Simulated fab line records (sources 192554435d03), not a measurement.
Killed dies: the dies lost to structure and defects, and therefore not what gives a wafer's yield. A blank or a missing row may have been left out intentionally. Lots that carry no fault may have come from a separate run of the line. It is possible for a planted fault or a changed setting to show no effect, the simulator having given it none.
Chamber matching | flow n5-finfet | N5_BEOL_M11_ETCH_61 on rie-diel-02 has 4 sister chambers
The step etches SiARC in CF4, target depth 39 nm, time 65 s. 4 wafers are shown with their chamber, then 7 later ones without.

## WAFERS WITH THEIR CHAMBER
wafer  | chamber | showerhead-plenum-p-Torr (Torr)
L076.2 | 1       | 2.25
L081.6 | 3       | 2.11
L085.1 | 0       | 2.10
L085.3 | 2       | 2.12

## WAFERS WITHOUT THEIR CHAMBER
wafer  | showerhead-plenum-p-Torr (Torr)
L085.6 | 2.24
L089.2 | 2.24
L089.5 | 2.12
L089.6 | 2.11
L088.1 | 2.10
L088.3 | 2.24
L088.6 | 2.10

## WHICH CHAMBER EACH WENT THROUGH
wafer  | from the rows above          | in truth
L085.6 | 1                            | 1
L089.2 | 1                            | 1
L089.5 | can't be placed: 2 or 3      | 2
L089.6 | can't be placed: 3 or 0 or 2 | 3
L088.1 | can't be placed: 0 or 3      | 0
L088.3 | 1                            | 1
L088.6 | can't be placed: 0 or 3      | 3
Placed correctly: 3 of 7. Cannot be placed on the basis of these rows: 4; the candidates contain the true chamber in 4. Placed wrongly: 0.
How it was worked out, from the rows above alone: a wafer's distance from a chamber is the root of the sum, over the readings, of the square of ((its reading less the chamber's mean) divided by the reading's scatter). If the next closest chamber is less than 2 further off than the closest, the wafer can't be placed; otherwise it belongs to the closest. Each chamber's mean is taken over the wafers shown for it. The scatter: with one shown wafer a chamber, the root of the mean of the squares of how far each hidden wafer lies from its nearest shown one.
